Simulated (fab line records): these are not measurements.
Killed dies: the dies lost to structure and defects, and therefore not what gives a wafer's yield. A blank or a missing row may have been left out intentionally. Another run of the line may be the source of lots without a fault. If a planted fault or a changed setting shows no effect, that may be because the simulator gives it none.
Chamber matching / flow n5-finfet / 4 sister chambers for N5_BEOL_M9_STRIP_67 on rie-diel-04
The step strips in CF4. 8 wafers are shown with their chamber, then 10 later ones without.

== WAFERS PAIRED WITH THEIR CHAMBERS ==
wafer=L077.4; chamber=3; showerhead-plenum-p-Torr (Torr)=1.89; throttle-valve-pct (%)=13.53
wafer=L078.3; chamber=0; showerhead-plenum-p-Torr (Torr)=1.69; throttle-valve-pct (%)=13.81
wafer=L078.4; chamber=0; showerhead-plenum-p-Torr (Torr)=1.69; throttle-valve-pct (%)=13.80
wafer=L086.1; chamber=1; showerhead-plenum-p-Torr (Torr)=1.82; throttle-valve-pct (%)=13.16
wafer=L086.3; chamber=3; showerhead-plenum-p-Torr (Torr)=1.89; throttle-valve-pct (%)=13.59
wafer=L086.5; chamber=2; showerhead-plenum-p-Torr (Torr)=1.78; throttle-valve-pct (%)=13.67
wafer=L091.3; chamber=1; showerhead-plenum-p-Torr (Torr)=1.81; throttle-valve-pct (%)=13.19
wafer=L091.5; chamber=2; showerhead-plenum-p-Torr (Torr)=1.78; throttle-valve-pct (%)=13.72

== WAFERS MISSING THEIR CHAMBER ==
wafer=L091.6; showerhead-plenum-p-Torr (Torr)=1.89; throttle-valve-pct (%)=13.61
wafer=L094.1; showerhead-plenum-p-Torr (Torr)=1.81; throttle-valve-pct (%)=13.21
wafer=L094.5; showerhead-plenum-p-Torr (Torr)=1.81; throttle-valve-pct (%)=13.20
wafer=L094.6; showerhead-plenum-p-Torr (Torr)=1.89; throttle-valve-pct (%)=13.27
wafer=L095.1; showerhead-plenum-p-Torr (Torr)=1.77; throttle-valve-pct (%)=13.74
wafer=L095.4; showerhead-plenum-p-Torr (Torr)=1.89; throttle-valve-pct (%)=13.28
wafer=L095.5; showerhead-plenum-p-Torr (Torr)=1.77; throttle-valve-pct (%)=13.75
wafer=L097.2; showerhead-plenum-p-Torr (Torr)=1.81; throttle-valve-pct (%)=13.22
wafer=L097.3; showerhead-plenum-p-Torr (Torr)=1.89; throttle-valve-pct (%)=13.28
wafer=L097.5; showerhead-plenum-p-Torr (Torr)=1.89; throttle-valve-pct (%)=13.28

== EACH ONE'S CHAMBER ==
wafer=L091.6; from the rows above=3; in truth=3
wafer=L094.1; from the rows above=1; in truth=1
wafer=L094.5; from the rows above=1; in truth=1
wafer=L094.6; from the rows above=3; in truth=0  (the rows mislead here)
wafer=L095.1; from the rows above=2; in truth=2
wafer=L095.4; from the rows above=3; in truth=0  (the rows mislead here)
wafer=L095.5; from the rows above=2; in truth=2
wafer=L097.2; from the rows above=1; in truth=1
wafer=L097.3; from the rows above=3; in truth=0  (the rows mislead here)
wafer=L097.5; from the rows above=3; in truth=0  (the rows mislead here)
Correct placement for 6 of the 10. Number that these rows cannot place: 0. 4 placed wrongly.
How it was worked out, from the rows above alone: a wafer's distance from a chamber is the root of the sum, over the readings, of the square of ((its reading less the chamber's mean) divided by the reading's scatter). If the next closest chamber is less than 2 further off than the closest, the wafer can't be placed; otherwise it belongs to the closest. A chamber's mean is the mean of its shown wafers. How the scatter is found: for the shown wafers, subtract from each reading the mean of its chamber, square and add these, divide the total by (wafers less chambers), then take the root.
